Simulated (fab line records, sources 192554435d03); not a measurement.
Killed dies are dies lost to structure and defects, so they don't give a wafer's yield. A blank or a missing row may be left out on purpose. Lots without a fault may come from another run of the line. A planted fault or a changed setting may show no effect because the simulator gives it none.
fab line records | flow n5_finfet
record lots=6 wafers=18 last_day=18
route steps=1938 shown BEOL_M12@1630 PASSIVATION@1936
lots that met no fault: from a run of the same line without faults
start_h: hours from the record's first day to the start of the lot's first wafer shown | wait_h: hours since the lot's step before | " the same as in the row above | L1.1+2: a row that stands for several wafers | - no value, or no start given | * or withheld: withheld | < > ~ a bound
route shown NAME@n: a module of which the file shows steps, and the number in the route of the first | usual: mean/standard deviation of fault-free wafers | same: alike in all rows | chamber/n: place in a boat | sites: the reading at each site | _std_site: their standard deviation | _edge_site: outer sites' mean less inner sites' | radius_mm: how far each site lies from the wafer's centre | mask NAME#n: copy n | behind: the tool/chamber that last shaped the wafer | hold: why the lot was held/for how many hours/how that ended | device: the transistor (n, p or np) that didn't switch | end of line: the same wafers' tests at the end of the route | a step without rows: its recipe alone | killed: dies lost to structure and defects at the first sort, not the wafer's yield | map: a wafer's dies, x killed, . not, _ none there
set.NAME: the setting as run; set.NAME@STEP: as run at that earlier step | model.NAME: the simulator's own value behind a step, which no gauge read
lots at some steps of the route; a table a step, a row a wafer
services: from which hour (start_h, from the record's first day; less than 0 if before it) a tool's chamber was out of use, for how many hours, and why
## steps
# step N5_BEOL_M12_DEVELOP_27
# recipe develop_time_s=45 rinse_liquid=diw dry=air_spin dev_temp_c=21
# step N5_BEOL_M12_HARDBAKE_32
# recipe temp_c=130 time_s=120
# step N5_BEOL_M12_CD_MEAS_28
# recipe target_cd_nm=160.2 landing_energy_ev=500 detector=se_inlens polarity=opening
# usual cd_nm=160.4/1.2
# same landing_energy_ev=500
# columns lot.wafer tool chamber start_h wait_h cd_nm
L679.1 cd_sem-02 0 271.46 - 161.5
L679.3 " 0 " " 160.5
L679.5 " 0 " " 161.5
L682.1 cd_sem-01 0 294.57 - 160.0
L682.4 " 0 " " 159.8
L682.6 " 0 " " 160.1
L683.3 cd_sem-03 0 299.78 - 159.8
L683.5 " 0 " " 159.9
L683.6 " 0 " " 160.0
L684.1 cd_sem-03 0 300.83 - 160.3
L684.2 " 0 " " 159.2
L684.4 " 0 " " 160.4
L693.1 cd_sem-01 0 349.18 - 158.4
L693.5 " 0 " " 157.7
L693.6 " 0 " " 159.2
L699.1 cd_sem-03 0 386.30 - 161.7
L699.3 " 0 " " 162.0
L699.4 " 0 " " 161.3
# step N5_BEOL_M12_OVL_MEAS_29
# recipe points_per_wafer=44
# usual M12_OVL=-3/5.8
# columns lot.wafer tool chamber start_h wait_h M12_OVL[nm]
L679.1 overlay-01 0 271.49 0.0 -9
L679.3 " 0 " " 0
L679.5 " 0 " " -1
L682.1 overlay-01 0 294.61 0.0 -5
L682.4 " 0 " " -4
L682.6 " 0 " " -7
L683.3 overlay-01 0 299.80 0.0 6
L683.5 " 0 " " 14
L683.6 " 0 " " -3
L684.1 overlay-01 0 300.86 0.0 -13
L684.2 " 0 " " -5
L684.4 " 0 " " -4
L693.1 overlay-02 0 349.21 0.0 1
L693.5 " 0 " " -2
L693.6 " 0 " " 2
L699.1 overlay-02 0 386.33 0.0 0
L699.3 " 0 " " 2
L699.4 " 0 " " 3
# step N5_BEOL_M12_INSPECT_30
# recipe mode=adi inspect_instrument=macro
# usual raw_defect_count=2.1/1.5
# columns lot.wafer tool chamber start_h wait_h raw_defect_count
L679.1 defect_inspect-01 - 271.51 0.0 3
L679.3 " - " " 1
L679.5 " - " " 4
L682.1 defect_inspect-01 - 294.63 0.0 6
L682.4 " - " " 3
L682.6 " - " " 3
L683.3 defect_inspect-02 - 299.83 0.0 2
L683.5 " - " " 2
L683.6 " - " " 2
L684.1 defect_inspect-01 - 300.89 0.0 2
L684.2 " - " " 4
L684.4 " - " " 4
L693.1 defect_inspect-02 - 349.24 0.0 0
L693.5 " - " " 3
L693.6 " - " " 0
L699.1 defect_inspect-01 - 386.35 0.0 3
L699.3 " - " " 3
L699.4 " - " " 2
# step N5_BEOL_M12_DESCUM_33
# recipe chemistry=O2 time_s=7.9 source_power_w=50 bias_power_w=20 pressure_mtorr=20 rf_frequency_hz=2.712e+07 temp_c=40 o2_flow_sccm=225
# usual drypump_motor_current_A=5.9/0.5 oes_product_au=0.79/0.072 rf_vpp_V=243.8/1.2 showerhead_plenum_p_Torr=2.14/0.059 throttle_valve_pct=20.43/0.2
# columns lot.wafer tool chamber start_h wait_h drypump_motor_current_A oes_product_au rf_hours_counter_h rf_vpp_V showerhead_plenum_p_Torr throttle_valve_pct
L679.1 rie_diel-05 0 271.55 0.0 5.7 0.71 161 243.8 2.17 20.57
L679.3 " 3 " " 6.4 0.69 223 244.3 2.15 20.66
L679.5 " 2 " " 5.9 0.95 - 244.6 2.15 20.01
L682.1 rie_diel-03 1 294.66 0.0 6.7 0.69 218 243.4 2.15 20.18
L682.4 " 2 " " 5.8 0.81 74 246.1 2.21 20.64
L682.6 " 3 " " 6.1 0.72 - 241.9 2.07 20.54
L683.3 rie_diel-05 3 299.86 0.0 6.4 0.68 232 244.7 2.15 20.65
L683.5 " 2 " " 5.9 0.92 - 243.6 2.15 20.04
L683.6 " 1 " " 4.9 0.82 - 241.8 2.04 20.36
L684.1 rie_diel-03 3 300.92 0.0 6.1 0.73 204 242.3 2.07 20.57
L684.2 " 0 " " 6.4 0.85 47 243.0 2.13 20.22
L684.4 " 3 " " 6.1 0.72 - 242.6 2.07 20.55
L693.1 rie_diel-02 3 349.27 0.0 5.8 0.77 152 244.9 2.17 20.65
L693.5 " 3 " " 5.8 0.77 - 244.4 2.17 20.63
L693.6 " 2 " " 6.1 0.85 - 245.7 2.21 20.43
L699.1 rie_diel-02 3 386.64 0.3 5.8 0.76 168 244.6 2.17 20.65
L699.3 " 1 " " 5.0 0.79 110 241.9 2.02 20.43
L699.4 " 3 " " 5.8 0.75 - 245.2 2.17 20.66
# step N5_BEOL_M12_ETCH_67
# recipe chemistry=CF4 target=SiARC target_depth_a=1430 time_s=238.3 ion_energy_ev=80 pressure_mtorr=40 source_w=545 bias_w=36 Ar_flow_sccm=100 cf4_flow_sccm=100 ends=cleared
# usual drypump_motor_current_A=5.9/0.5 etch_rf_on_time_s=239/3.5 mfc_ar_sccm=99.9/0.32 oes_product_au=0.67/0.059 rf_vpp_V=184.6/1.2 showerhead_plenum_p_Torr=2.18/0.062 throttle_valve_pct=15.60/0.23
# columns lot.wafer tool chamber start_h wait_h drypump_motor_current_A etch_rf_on_time_s mfc_ar_sccm oes_product_au rf_hours_counter_h rf_vpp_V showerhead_plenum_p_Torr throttle_valve_pct
L679.1 rie_diel-05 0 271.58 0.0 5.7 236 100.3 0.62 161 185.7 2.23 15.79
L679.3 " 3 " " 6.4 238 99.8 0.59 223 184.0 2.20 15.89
L679.5 " 2 " " 5.9 232 99.5 0.81 - 185.1 2.19 15.09
L682.1 rie_diel-03 1 294.70 0.0 6.7 248 99.5 0.60 218 184.0 2.20 15.42
L682.4 " 2 " " 5.8 241 100.0 0.70 74 184.7 2.25 15.74
L682.6 " 3 " " 6.1 239 99.8 0.62 - 182.9 2.12 15.75
L683.3 rie_diel-05 3 299.90 0.0 6.4 238 100.2 0.60 232 184.9 2.20 15.92
L683.5 " 2 " " 6.0 235 99.8 0.78 - 184.0 2.19 15.12
L683.6 " 1 " " 4.9 241 99.8 0.70 - 183.7 2.08 15.43
L684.1 rie_diel-03 3 300.96 0.0 6.1 236 99.5 0.62 204 184.7 2.12 15.78
L684.2 " 0 " " 6.4 236 99.6 0.73 47 184.4 2.18 15.36
L684.4 " 3 " " 6.1 236 99.4 0.62 - 182.8 2.12 15.75
L693.1 rie_diel-02 3 349.31 0.0 5.8 239 99.6 0.66 152 184.9 2.23 15.85
L693.5 " 3 " " 5.8 237 99.8 0.65 - 186.6 2.23 15.85
L693.6 " 2 " " 6.1 240 100.0 0.72 - 185.1 2.26 15.58
L699.1 rie_diel-02 3 386.67 0.0 5.8 235 99.9 0.65 168 185.5 2.22 15.87
L699.3 " 1 " " 5.0 238 99.9 0.68 110 182.7 2.07 15.58
L699.4 " 3 " " 5.8 234 100.0 0.66 - 185.9 2.22 15.89
# step N5_BEOL_M12_ETCH_68
# recipe chemistry=N2/H2 target=SOC mask_material=SiARC source_w=3000 bias_w=350 temp_c=40 time_s=285 ion_energy_ev=200 pressure_mtorr=30 n2_flow_sccm=200 h2_flow_sccm=200
# usual drypump_motor_current_A=5.9/0.5 oes_product_au=0.79/0.072 rf_vpp_V=525.4/2.2 showerhead_plenum_p_Torr=2.60/0.077 throttle_valve_pct=17.76/0.26
# columns lot.wafer tool chamber start_h wait_h drypump_motor_current_A oes_product_au rf_hours_counter_h rf_vpp_V showerhead_plenum_p_Torr throttle_valve_pct
L679.1 rie_diel-05 0 271.73 0.1 5.7 0.71 162 527.7 2.66 18.07
L679.3 " 3 " " 6.4 0.69 223 525.4 2.61 17.92
L679.5 " 2 " " 5.9 0.95 - 525.5 2.60 17.22
L682.1 rie_diel-03 1 294.84 0.1 6.7 0.70 218 526.1 2.62 17.51
L682.4 " 2 " " 5.8 0.82 74 528.2 2.69 18.04
L682.6 " 3 " " 6.1 0.72 - 524.0 2.52 17.87
L683.3 rie_diel-05 3 300.04 0.1 6.4 0.68 232 526.7 2.60 17.92
L683.5 " 2 " " 5.9 0.92 - 524.9 2.60 17.26
L683.6 " 1 " " 4.9 0.82 - 520.9 2.46 17.47
L684.1 rie_diel-03 3 301.10 0.1 6.2 0.71 204 524.2 2.51 17.85
L684.2 " 0 " " 6.4 0.86 47 524.8 2.58 17.51
L684.4 " 3 " " 6.2 0.72 - 524.3 2.51 17.86
L693.1 rie_diel-02 3 349.45 0.1 5.8 0.78 152 526.3 2.65 18.05
L693.5 " 3 " " 5.8 0.77 - 528.1 2.65 18.05
L693.6 " 2 " " 6.1 0.85 - 527.5 2.69 17.72
L699.1 rie_diel-02 3 386.82 0.1 5.8 0.76 168 526.1 2.64 18.09
L699.3 " 1 " " 5.0 0.79 110 522.0 2.47 17.89
L699.4 " 3 " " 5.8 0.77 - 526.6 2.64 18.07
# step N5_BEOL_M12_STRIP_69
# recipe chemistry=N2/H2 temp_c=40 n2_flow_sccm=200 h2_flow_sccm=200 rf_frequency_hz=6e+07
# step N5_BEOL_M12_TRENCH_ETCH_34
# recipe chemistry=C4F8/O2/Ar target=SiOC target_depth_a=3189.5 mask_material=SOC pressure_mtorr=30 source_w=3000 bias_w=700 Ar_flow_sccm=400 C4F8_flow_sccm=15 O2_flow_sccm=8 he_inner_torr=15 he_outer_torr=30 time_s=125.5 ion_energy_ev=250
# usual drypump_motor_current_A=5.9/0.5 mfc_ar_sccm=399.9/1.2 oes_product_au=0.79/0.072 rf_vpp_V=667.3/2.8 showerhead_plenum_p_Torr=3.48/0.098 throttle_valve_pct=24.18/0.24
# columns lot.wafer tool chamber start_h wait_h drypump_motor_current_A mfc_ar_sccm oes_product_au rf_hours_counter_h rf_vpp_V showerhead_plenum_p_Torr throttle_valve_pct
L679.1 rie_diel-05 0 271.91 0.0 5.7 398.8 0.72 162 667.0 3.54 24.36
L679.3 " 3 " " 6.4 399.0 0.70 223 668.0 3.51 24.39
L679.5 " 2 " " 5.9 399.7 0.95 - 667.7 3.49 23.67
L682.1 rie_diel-03 2 295.03 0.0 5.8 398.0 0.82 74 670.1 3.59 24.42
L682.4 " 1 " " 6.7 400.2 0.69 218 667.9 3.51 23.86
L682.6 " 3 " " 6.1 400.0 0.72 - 664.4 3.39 24.29
L683.3 rie_diel-05 3 300.22 0.0 6.4 399.4 0.70 232 666.1 3.51 24.42
L683.5 " 2 " " 5.9 401.5 0.92 - 667.9 3.48 23.66
L683.6 " 1 " " 4.9 397.8 0.82 - 663.3 3.32 24.05
L684.1 rie_diel-03 3 301.28 0.0 6.1 399.6 0.71 204 664.5 3.38 24.29
L684.2 " 0 " " 6.5 403.5 0.85 47 668.4 3.47 23.95
L684.4 " 3 " " 6.1 398.5 0.71 - 664.8 3.38 24.28
L693.1 rie_diel-02 3 349.63 0.0 5.8 401.2 0.77 153 668.6 3.55 24.48
L693.5 " 3 " " 5.8 400.7 0.77 - 668.2 3.55 24.48
L693.6 " 2 " " 6.1 398.7 0.85 - 669.2 3.61 24.27
L699.1 rie_diel-02 3 387.00 0.0 5.8 399.1 0.76 168 668.4 3.55 24.50
L699.3 " 1 " " 5.0 401.7 0.79 110 662.9 3.30 24.15
L699.4 " 3 " " 5.8 400.4 0.76 - 669.3 3.55 24.48
# step N5_BEOL_M12_STRIP_70
# recipe chemistry=C4F8/O2/Ar resist=SiARC rf_frequency_hz=6e+07
# step N5_BEOL_M12_OCD_MEAS_35
# usual trench_depth_nm=317/4.7
# columns lot.wafer tool chamber start_h wait_h trench_depth_nm
L679.1 ocd-02 - 272.06 0.0 317
L679.3 " - " " 316
L679.5 " - " " 324
L682.1 ocd-01 - 295.18 0.0 316
L682.4 " - " " 304
L682.6 " - " " 311
L683.3 ocd-02 - 300.38 0.0 318
L683.5 " - " " 325
L683.6 " - " " 318
L684.1 ocd-02 - 301.44 0.0 310
L684.2 " - " " 317
L684.4 " - " " 312
L693.1 ocd-01 - 349.79 0.0 317
L693.5 " - " " 319
L693.6 " - " " 322
L699.1 ocd-01 - 387.15 0.0 320
L699.3 " - " " 316
L699.4 " - " " 319
# step N5_BEOL_M12_STRIP_37
# recipe chemistry=N2/H2 power_w=1000 temp_c=250 h2_frac=0.65 overash_fraction=0.3 pressure_mtorr=withheld n2_flow_sccm=1750 h2_flow_sccm=3250
# usual drypump_motor_current_A=5.5/0.53 h2_flow_sccm=3251/8.4 heater_power_w=333/28 oes_product_au=0.791/0.0097
# columns lot.wafer tool chamber start_h wait_h drypump_motor_current_A h2_flow_sccm heater_power_w oes_product_au rf_hours_counter_h
L679.1 plasma_asher-01 1 272.10 0.0 4.7 3237 294 0.768 134
L679.3 " 0 " " 5.6 3267 352 0.787 -
L679.5 " 1 " " 4.7 3240 286 0.805 -
L682.1 plasma_asher-02 1 295.22 0.0 6.0 3243 334 0.784 71
L682.4 " 0 " " 6.1 3253 353 0.785 -
L682.6 " 0 " " 6.1 3245 336 0.796 -
L683.3 plasma_asher-02 0 300.44 0.1 6.1 3567 347 0.785 -
L683.5 " 0 " " 6.1 3574 344 0.788 -
L683.6 " 1 " " 5.9 3248 331 0.771 -
L684.1 plasma_asher-02 1 301.48 0.0 5.9 3264 336 0.789 72
L684.2 " 0 " " 6.1 3575 346 0.796 72
L684.4 " 1 " " 5.9 3259 326 0.797 -
L693.1 plasma_asher-01 1 349.83 0.0 4.8 3250 306 0.796 151
L693.5 " 0 " " 5.6 3258 356 0.801 -
L693.6 " 1 " " 4.8 3252 293 0.778 -
L699.1 plasma_asher-01 0 387.19 0.0 5.6 3262 359 0.793 158
L699.3 " 0 " " 5.6 3263 366 0.798 -
L699.4 " 1 " " 4.7 3256 289 0.809 -
# step N5_BEOL_M12_ETCH_38
# recipe chemistry=CF4/N2 target=SiCN target_depth_a=687 taper_deg=2 time_s=73.4 ion_energy_ev=150 mask_material=SiO2 pressure_mtorr=40 source_w=430 bias_w=70 Ar_flow_sccm=100 cf4_flow_sccm=60 n2_flow_sccm=60
# usual drypump_motor_current_A=5.8/0.49 mfc_ar_sccm=100.0/0.31 oes_product_au=0.79/0.074 rf_vpp_V=383.4/1.9 showerhead_plenum_p_Torr=2.25/0.065 throttle_valve_pct=15.41/0.25
# columns lot.wafer tool chamber start_h wait_h drypump_motor_current_A mfc_ar_sccm oes_product_au rf_hours_counter_h rf_vpp_V showerhead_plenum_p_Torr throttle_valve_pct
L679.1 rie_diel-05 3 273.98 - 6.4 99.7 0.71 224 382.1 2.27 15.71
L679.3 " 2 " " 5.9 99.6 0.96 3 382.8 2.26 14.90
L679.5 " 2 " " 5.9 100.5 0.95 - 383.1 2.26 14.92
L682.1 rie_diel-05 2 295.35 - 5.9 100.5 0.93 9 384.7 2.25 14.94
L682.4 " 1 " " 4.9 100.2 0.82 87 380.6 2.14 15.27
L682.6 " 1 " " 4.9 99.9 0.81 - 380.6 2.14 15.27
L683.3 rie_diel-02 1 302.49 - 5.0 99.8 0.81 78 380.8 2.14 15.36
L683.5 " 3 " " 5.8 100.0 0.79 - 383.3 2.30 15.63
L683.6 " 2 " " 6.1 100.0 0.86 - 386.0 2.34 15.39
L684.1 rie_diel-05 2 302.83 - 6.0 100.0 0.93 11 383.7 2.25 14.93
L684.2 " 1 " " 4.9 100.0 0.82 90 379.0 2.14 15.27
L684.4 " 0 " " 5.7 99.8 0.71 174 385.0 2.29 15.68
L693.1 rie_diel-03 3 352.52 - 6.1 99.6 0.71 226 381.6 2.18 15.64
L693.5 " 0 " " 6.4 99.8 0.82 - 381.8 2.23 15.23
L693.6 " 3 " " 6.1 100.0 0.70 - 381.2 2.18 15.63
L699.1 rie_diel-02 2 388.42 - 6.1 100.1 0.83 66 385.1 2.33 15.45
L699.3 " 3 " " 5.8 100.4 0.76 169 383.9 2.29 15.70
L699.4 " 1 " " 5.0 99.9 0.78 - 381.3 2.13 15.41
# step N5_PASSIVATION_PROBE_49
# usual defect_limited_yield=91.5/1.3 killed_at_M0_to_M3=33/10 killed_at_M4_up=13/4 killed_at_contacts=12/6.3 killed_at_front_end=39/11 killed_at_other=3.4/2.6 killed_dies=100/15 killed_on_rim=13/4 killed_open=65/11 killed_short=34/7.8 sort_bin_5_function=5.0/0.89 sort_bin_6_memory=3.2/0.58 sort_n_pass=1080/15 sort_yield_pct=91.5/1.3
# same gross_dies=1180 killed_at_back_side=0 sort_bin_4_leakage[%]=0 sort_bin_8_speed[%]=0
# columns lot.wafer tool chamber start_h wait_h defect_limited_yield[%] killed_at_M0_to_M3 killed_at_M4_up killed_at_contacts killed_at_front_end killed_at_other killed_dies killed_on_rim killed_open killed_short sort_bin_5_function[%] sort_bin_6_memory[%] sort_n_pass sort_yield_pct[%]
L679.1 prober-01 - 308.45 0.0 90.8 37 20 7 43 1 108 16 87 21 6.0 3.0 1072 90.8
L679.3 prober-01 - 308.55 0.1 93.1 26 12 14 29 0 81 14 47 33 4.3 2.2 1099 93.1
L679.5 prober-01 - 308.65 0.2 92.5 30 8 6 43 2 89 15 54 29 4.3 2.6 1091 92.5
L682.1 prober-01 - 330.47 0.0 91.0 44 14 26 20 2 106 19 65 40 4.9 3.6 1074 91.0
L682.4 prober-01 - 330.62 0.2 91.7 36 17 10 30 5 98 8 70 28 4.2 3.6 1082 91.7
L682.6 prober-01 - 330.72 0.3 91.3 37 13 21 29 3 103 16 68 35 4.9 3.6 1077 91.3
L683.3 prober-02 - 338.28 0.1 90.8 19 15 21 54 0 109 15 85 20 5.7 3.1 1071 90.8
L683.5 prober-02 - 338.38 0.2 91.8 24 11 13 44 5 97 18 59 36 4.2 3.6 1083 91.8
L683.6 prober-02 - 338.43 0.3 92.6 21 21 5 37 3 87 12 61 23 4.0 2.7 1093 92.6
L699.1 prober-02 - 423.81 0.0 92.4 34 12 13 29 2 90 11 55 33 4.8 2.5 1090 92.4
L699.3 prober-02 - 423.91 0.1 91.7 35 15 7 39 2 98 13 62 35 5.1 2.6 1082 91.7
L699.4 prober-02 - 423.96 0.2 91.7 30 11 15 38 4 98 10 65 32 4.8 3.1 1082 91.7
# killed by level:class
L679.1 STI_FIN_REVEAL:geometric_particle:open=15 BEOL_M4:geometric_particle:open=14 BEOL_M1:geometric_particle:open=11 BEOL_M0_SAQP:geometric_particle:open=9 FIN_SAQP:geometric_particle:open=8 ILD0:geometric_particle:short=7 MOL_CONTACT_COAG:geometric_particle:open=7 BEOL_M2:geometric_particle:open=6
L679.3 BEOL_M0_SAQP:geometric_particle:open=11 MOL_CONTACT_COAG:geometric_particle:short=7 MOL_CONTACT_COAG:geometric_particle:open=7 FIN_SAQP:geometric_particle:open=6 BEOL_M0_SAQP:geometric_particle:short=6 GATE_CUT:geometric_particle:short=5 FIN_SAQP:geometric_particle:short=4 BEOL_M1:geometric_particle:open=4
L679.5 BEOL_M0_SAQP:geometric_particle:short=7 STARTING-WAFER:geometric_particle:open=6 STI_FIN_REVEAL:geometric_particle:open=5 ILD0:geometric_particle:open=5 MOL_CONTACT_COAG:geometric_particle:open=5 HKMG_FIN:area_etch=5 FIN_SAQP:geometric_particle:open=4 GATE_CUT:geometric_particle:open=4
L682.1 MOL_CONTACT_COAG:geometric_particle:open=22 BEOL_M0_SAQP:geometric_particle:short=16 BEOL_M0_SAQP:geometric_particle:open=6 BEOL_M0:geometric_particle:open=6 BEOL_M3:geometric_particle:open=5 MOL_CONTACT_COAG:geometric_particle:short=4 BEOL_M2:geometric_particle:open=4 BEOL_M4:geometric_particle:short=4
L682.4 BEOL_M0_SAQP:geometric_particle:open=11 MOL_CONTACT_COAG:geometric_particle:open=10 BEOL_M4:geometric_particle:open=10 GATE_CUT:geometric_particle:open=7 GATE_CUT:geometric_particle:short=6 BEOL_M0_SAQP:geometric_particle:short=6 BEOL_M0:geometric_particle:open=6 STI_FIN_REVEAL:geometric_particle:open=5
L682.6 MOL_CONTACT_COAG:geometric_particle:open=20 BEOL_M0:geometric_particle:open=9 BEOL_M3:geometric_particle:open=8 GATE_CUT:geometric_particle:short=7 BEOL_M0_SAQP:geometric_particle:short=6 BEOL_M0_SAQP:geometric_particle:open=6 FIN_SAQP:geometric_particle:short=4 GATE_CUT:geometric_particle:open=4
L683.3 STI_FIN_REVEAL:geometric_particle:open=30 MOL_CONTACT_COAG:geometric_particle:open=18 BEOL_M2:geometric_particle:open=8 FIN_SAQP:geometric_particle:short=5 BEOL_M3:geometric_particle:open=5 GATE_CUT:geometric_particle:short=4 BEOL_M0_SAQP:geometric_particle:open=4 BEOL_M4:geometric_particle:open=4
L683.5 FIN_SAQP:geometric_particle:short=13 STI_FIN_REVEAL:geometric_particle:open=13 MOL_CONTACT_COAG:geometric_particle:open=10 BEOL_M4:geometric_particle:open=7 BEOL_M2:geometric_particle:open=6 FIN_SAQP:geometric_particle:open=5 BEOL_M0_SAQP:geometric_particle:short=5 BEOL_M0_SAQP:geometric_particle:open=4
L683.6 FIN_SAQP:geometric_particle:open=11 BEOL_M4:geometric_particle:open=9 STI_FIN_REVEAL:geometric_particle:open=7 FIN_SAQP:geometric_particle:short=6 BEOL_M0_SAQP:geometric_particle:open=5 BEOL_M2:geometric_particle:open=5 STI_FIN_REVEAL:geometric_particle:short=4 BEOL_M3:geometric_particle:open=4
L699.1 MOL_CONTACT_COAG:geometric_particle:open=10 BEOL_M3:geometric_particle:open=10 BEOL_M5:geometric_particle:open=8 BEOL_M0_SAQP:geometric_particle:short=7 BEOL_M0_SAQP:geometric_particle:open=6 FIN_SAQP:geometric_particle:short=5 FIN_SAQP:geometric_particle:open=5 BEOL_M1:geometric_particle:short=4
L699.3 FIN_SAQP:geometric_particle:short=13 DUMMY_GATE:geometric_particle:open=8 FIN_SAQP:geometric_particle:open=7 BEOL_M0_SAQP:geometric_particle:open=7 BEOL_M0_SAQP:geometric_particle:short=7 BEOL_M2:geometric_particle:open=7 MOL_CONTACT_COAG:geometric_particle:open=5 BEOL_M3:geometric_particle:open=5
L699.4 MOL_CONTACT_COAG:geometric_particle:open=14 STI_FIN_REVEAL:geometric_particle:open=9 DUMMY_GATE:geometric_particle:open=7 GATE_CUT:geometric_particle:short=7 BEOL_M0_SAQP:geometric_particle:open=7 BEOL_M0_SAQP:geometric_particle:short=6 BEOL_M0:geometric_particle:open=4 BEOL_M1:geometric_particle:open=4
## services
# columns tool chamber start_h hours kind
rie_diel-05 2 248.47 1.5 repair
rie_diel-05 2 250.18 - clean
rie_diel-05 2 250.18 - consumable_replace:focus_ring
rie_diel-05 2 250.18 13.4 scheduled_down
rie_diel-05 2 250.18 13.4 vent_cycle
rie_diel-03 0 253.76 5.9 repair
rie_diel-05 1 276.26 3.2 repair
rie_diel-05 - 322.76 14.6 pm
plasma_asher-02 - 329.02 2.8 pm
rie_diel-05 0 341.64 21.4 repair
rie_diel-05 3 363.02 - clean
rie_diel-05 3 363.02 - consumable_replace:focus_ring
rie_diel-05 3 363.02 17.6 scheduled_down
rie_diel-05 3 363.02 17.6 vent_cycle
rie_diel-05 1 364.89 25.3 repair
rie_diel-03 3 373.30 4.5 repair
rie_diel-02 0 377.03 1.3 repair
rie_diel-02 0 378.56 - clean
rie_diel-02 0 378.56 - consumable_replace:focus_ring
rie_diel-02 0 378.56 19.5 scheduled_down
rie_diel-02 0 378.56 19.5 vent_cycle
rie_diel-03 1 385.22 - clean
rie_diel-03 1 385.22 - consumable_replace:focus_ring
rie_diel-03 1 385.22 24.3 scheduled_down
## key
first_sign step=N5_BEOL_M12_STRIP_37 reading=h2_flow_sccm direction=up sigmas=38 usual=3251 struck=3572
effect none on later readings
met_at N5_BEOL_M12_STRIP_37
struck_wafers L683.3,L683.5,L684.2
onset_between 295.22 300.44
fault kind=process_parameter_drift tool=plasma_asher-02 chamber=0 onset_h=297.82 steps=N5_BEOL_M12_STRIP_37 channel=h2_flow_sccm offset=325 shape=step end_h=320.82 acts_in=these_recipes_only stated=3250
